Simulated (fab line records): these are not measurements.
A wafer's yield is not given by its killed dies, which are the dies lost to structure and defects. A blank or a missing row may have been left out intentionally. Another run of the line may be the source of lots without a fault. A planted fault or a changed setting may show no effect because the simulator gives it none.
Comparing a struck lot with a sound one / flow nand-harc / 18 out of 1302 route steps
Sound: wafers L532.3, L532.4, L532.6. Struck: wafers L536.2, L536.3. (L536.1 of the same lot was not struck and is left out.) The cause comes at the end.
At each step with rows: each side's tool, then ch and its chambers, then its first start. Under that, the readings that differ: sound wafers / struck wafers / difference of the means / sigmas: that difference in standard deviations of wafers without a fault.
alike: words and numbers the same on both sides, and readings whose means are apart by under 2 such deviations; not compared: readings that were withheld, readings missing a value for some wafer, numbers with overlapping values and no deviation given by the record, and bounds like >300 which may hide the same value.
The two part at a step that has a row with sigmas, a row that says differs or no value, or rows on one side only. Numbers that don't overlap but have no deviation are shown without sigmas and don't part them. Lack of a reading on every wafer of one side parts them only where that side has two or more wafers.

NHARC_A_CONTACT_ETCH_76: etches the open film in N2/H2, target depth 260 nm, time 475.3 s.
  sound: rie-diel-06 ch 1,2,3; struck: rie-diel-13 ch 2,3
reading=throttle-valve-pct (%); sound=14.169 14.167 14.164; struck=14.178 14.194; difference=+0.019; sigmas=+2
  alike: drypump-motor-current-A, oes-product-au, rf-vpp-V, showerhead-plenum-p-Torr
  not compared: rf-hours-counter-h
NHARC_A_CONTACT_ETCH_77: etches the open film in CF4/CHF3, target depth 108.9 nm, time 54.5 s.
  sound: rie-diel-06 ch 1,2,3; struck: rie-diel-13 ch 2,3
  alike: drypump-motor-current-A, oes-product-au, rf-vpp-V, showerhead-plenum-p-Torr, throttle-valve-pct
  not compared: rf-hours-counter-h
then, 3 steps without rows for these wafers: NHARC_A_CONTACT_ETCH_78 (etches the open film in O2/COS, target depth 5300 nm, time 1378 s); NHARC_A_CONTACT_ETCH_124 (etches the open film in C4F8/O2/Ar, time 140 s, target depth 700 nm); NHARC_A_CONTACT_ETCH_125 (etches the open film in C4F8/O2/Ar, time 197 s, target depth 1918 nm).
NHARC_A_CONTACT_ETCH_126: etches the open film in C4F8/O2/Ar, time 197 s, target depth 1918 nm.
  sound on har-cap-etch-02 ch 0,1, day 21 19:33; struck on har-cap-etch-01 ch 0, day 23 19:16
  not compared: rf-hours-counter-h
then, 2 steps without rows for these wafers: NHARC_A_CONTACT_ETCH_127 (etches the open film in C4F8/O2/Ar, time 197 s, target depth 1918 nm); NHARC_A_CONTACT_ETCH_128 (etches the open film in C4F8/O2/Ar, time 197 s, target depth 1918 nm).
NHARC_A_CONTACT_ETCH_129: etches the open film in C4F8/O2/Ar, time 197 s, target depth 1918 nm.
  sound on har-cap-etch-02 ch 0,1, day 21 20:05; struck on har-cap-etch-01 ch 0, day 23 19:47
  not compared: rf-hours-counter-h
then, 3 steps without rows for these wafers: NHARC_A_CONTACT_ETCH_130 (etches the open film in C4F8/O2/Ar, time 197 s, target depth 1918 nm); NHARC_A_CONTACT_ETCH_131 (etches the open film in C4F8/O2/Ar, time 197 s, target depth 1918 nm); NHARC_A_CONTACT_ETCH_132 (etches the open film in C4F8/O2/Ar, time 197 s, target depth 1924 nm).
NHARC_A_CONTACT_ETCH_133: etches the open film in C4F8/O2/Ar, time 374 s, target depth 1610 nm.
  sound on har-cap-etch-02 ch 0,1, day 21 20:52; struck on har-cap-etch-01 ch 0, day 23 20:30
  not compared: rf-hours-counter-h
then, 1 step without rows for these wafers: NHARC_A_CONTACT_ETCH_91 (etches the open film in CH3F/O2, target depth 40 nm, time 85.7 s).
NHARC_A_CONTACT_ETCH_97: etches the open film in C4F6/O2, target depth 20 nm, time 10 s.
  sound: rie-diel-06 ch 1,2; struck: rie-diel-01 ch 0,1
  alike: drypump-motor-current-A, oes-product-au, rf-vpp-V, showerhead-plenum-p-Torr, throttle-valve-pct
  not compared: rf-hours-counter-h
NHARC_A_CONTACT_CD_MEAS_80:
  struck on cd-sem-03, day 23 21:30; sound on cd-sem-03, day 21 21:44
reading=cd-nm (nm); sound=290.8 291.1 291.1; struck=286.6 286.3; difference=-4.5; sigmas=-4
then, 1 step without rows for these wafers: NHARC_A_CONTACT_STRIP_103 (strips in N2/H2).
-- break in the record here, with 4 days between the starts of the struck wafers on either side (left off in module A_CONTACT, picked up again in module END, where the first step shown is number 1302 on the route) --
NHARC_END_SORT_01:
  sound on prober-01 ch 0, day 24 11:51; struck on prober-02 ch 0, day 27 12:36
  alike: killed-at-array, killed-at-other, killed-at-periphery, killed-dies, killed-open, killed-short

## WHERE THEY PART
At NHARC_A_CONTACT_ETCH_76 first; at NHARC_A_CONTACT_CD_MEAS_80 last (within this record only). Later steps at which nothing parts them and some readings are alike: NHARC_END_SORT_01.

WHY: the cause the simulator had injected
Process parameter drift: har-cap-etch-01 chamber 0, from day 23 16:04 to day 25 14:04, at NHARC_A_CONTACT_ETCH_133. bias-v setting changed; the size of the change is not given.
